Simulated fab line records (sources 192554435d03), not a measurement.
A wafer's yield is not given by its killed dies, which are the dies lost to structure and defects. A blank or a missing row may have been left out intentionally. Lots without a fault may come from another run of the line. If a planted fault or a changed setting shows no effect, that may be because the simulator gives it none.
Chamber matching + flow n5 finfet + N5_BEOL_M9_STRIP_36 on rie diel-05: 4 sister chambers
The step strips in N2/H2. 8 wafers are shown with their chamber, then 12 later ones without.

WAFERS WITH THEIR CHAMBER
| wafer  | chamber | showerhead plenum p Torr (Torr) | drypump motor current A (A) |
|--------|---------|---------------------------------|-----------------------------|
| L077.5 | 3       | 2.50                            | 5.4                         |
| L082.3 | 2       | 2.67                            | 5.4                         |
| L082.5 | 0       | 2.47                            | 6.3                         |
| L083.5 | 2       | 2.67                            | 5.4                         |
| L083.6 | 1       | 2.68                            | 5.3                         |
| L086.3 | 3       | 2.49                            | 5.3                         |
| L086.4 | 1       | 2.68                            | 5.3                         |
| L086.5 | 0       | 2.47                            | 6.4                         |

WAFERS MISSING THEIR CHAMBER
| wafer  | showerhead plenum p Torr (Torr) | drypump motor current A (A) |
|--------|---------------------------------|-----------------------------|
| L087.1 | 2.67                            | 5.3                         |
| L087.4 | 2.46                            | 6.3                         |
| L087.5 | 2.49                            | 5.3                         |
| L090.1 | 2.66                            | 5.4                         |
| L090.2 | 2.49                            | 5.3                         |
| L090.3 | 2.46                            | 6.4                         |
| L089.1 | 2.49                            | 5.3                         |
| L089.2 | 2.67                            | 5.3                         |
| L089.4 | 2.46                            | 6.3                         |
| L094.1 | 2.46                            | 6.3                         |
| L094.2 | 2.66                            | 5.4                         |
| L094.3 | 2.67                            | 5.3                         |

EACH ONE'S CHAMBER
| wafer  | from the rows above     | in truth |
|--------|-------------------------|----------|
| L087.1 | can't be placed: 2 or 1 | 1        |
| L087.4 | 0                       | 0        |
| L087.5 | 3                       | 3        |
| L090.1 | 2                       | 2        |
| L090.2 | 3                       | 3        |
| L090.3 | 0                       | 0        |
| L089.1 | 3                       | 3        |
| L089.2 | can't be placed: 2 or 1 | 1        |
| L089.4 | 0                       | 0        |
| L094.1 | 0                       | 0        |
| L094.2 | 2                       | 2        |
| L094.3 | can't be placed: 2 or 1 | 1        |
Correctly placed: 9 of 12. Not placeable from these rows: 3 (in 3, the candidates include the true chamber). Placed wrongly: 0.
How it was worked out, from the rows above alone: a wafer's distance from a chamber is the root of the sum, over the readings, of the square of ((its reading less the chamber's mean) divided by the reading's scatter). If the next closest chamber is less than 2 further off than the closest, the wafer can't be placed; otherwise it belongs to the closest. The mean given for a chamber averages the wafers shown for that chamber. How the scatter is found: for the shown wafers, subtract from each reading the mean of its chamber, square and add these, divide the total by (wafers less chambers), then take the root.
